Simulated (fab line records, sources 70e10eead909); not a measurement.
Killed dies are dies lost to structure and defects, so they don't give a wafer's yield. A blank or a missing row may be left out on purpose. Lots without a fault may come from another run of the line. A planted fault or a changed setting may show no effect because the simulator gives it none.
Which tool did it? | flow nand_harc | 6 lots, 18 wafers sampled, at 5 steps of a route of 1302

WHAT THE GAUGES READ, wafer by wafer
NHARC_END_SORT_01.
lot  | measured     | on        | killed_at_array
L829 | day 31 22:11 | prober-01 | 64 45 33

WHICH TOOL RAN EACH LOT (tool, then ch and the chambers of the sampled wafers, then the start)
lot  | NHARC_A_STAIRCASE_DEP_259       | NHARC_A_STAIRCASE_ETCH_451                    | NHARC_A_STAIRCASE_HM_DEP_459  | NHARC_A_STAIRCASE_EXPOSE_286
L818 | pecvd-04 ch 0,1,2, day 18 12:53 | rie_diel-09 ch 2,3, day 18 17:20 or earlier   | acl_dep-01 ch 0, day 18 17:20 | krf_scanner-02 ch 0, day 18 19:04
L820 | pecvd-01 ch 0,1,2, day 20 04:14 | rie_diel-09 ch 0,2,3, day 20 09:48 or earlier | acl_dep-03 ch 0, day 20 09:48 | krf_scanner-04 ch 0, day 20 12:47
L826 | pecvd-01 ch 0,1,2, day 22 17:28 | rie_diel-08 ch 0,1, day 22 21:28 or earlier   | acl_dep-03 ch 0, day 22 21:28 | krf_scanner-02 ch 0, day 22 23:56
L829 | pecvd-04 ch 0,1,2, day 23 17:28 | rie_diel-09 ch 0,1,2, day 24 00:29 or earlier | acl_dep-02 ch 0, day 24 00:29 | krf_scanner-02 ch 0, day 24 02:50
L832 | pecvd-02 ch 0,1, day 24 07:07   | rie_diel-04 ch 1,2,3, day 24 14:13 or earlier | acl_dep-03 ch 0, day 24 14:13 | krf_scanner-04 ch 0, day 24 16:31
L834 | pecvd-01 ch 0,1, day 26 00:47   | rie_diel-04 ch 2,3, day 26 04:50 or earlier   | acl_dep-01 ch 0, day 26 04:50 | krf_scanner-01 ch 0, day 26 07:11
- NHARC_A_STAIRCASE_DEP_259: deposits SiON, target thk 30 nm.
- NHARC_A_STAIRCASE_ETCH_451: etches the open film in CF4/O2, target depth 30 nm, overetch 3 nm, time 16.5 s.
- NHARC_A_STAIRCASE_HM_DEP_459: deposits aC, target thk 1500 nm.
- NHARC_A_STAIRCASE_EXPOSE_286: exposes mask CHOP 100.

THE ANSWER, worked out from the rows above alone
Rule: what is usual is taken from the lots themselves. Put in order of their means at a reading, lots are off if they are a third of the lots or fewer, leave a main group of 4 or more, and stand apart from it by a gap of 3 or more times the standard deviation of the main group's means; of several such gaps the widest counts. A main group whose means are all the same, to the digits that the tables above print for the reading, isn't used. A lot without any number at a reading at which 4 lots or more have one is off too. The other lots that the step has rows for count as sound.
No lot is off at any reading shown: from this, nothing can be told.

WHAT THE SIMULATOR HAD PUT IN
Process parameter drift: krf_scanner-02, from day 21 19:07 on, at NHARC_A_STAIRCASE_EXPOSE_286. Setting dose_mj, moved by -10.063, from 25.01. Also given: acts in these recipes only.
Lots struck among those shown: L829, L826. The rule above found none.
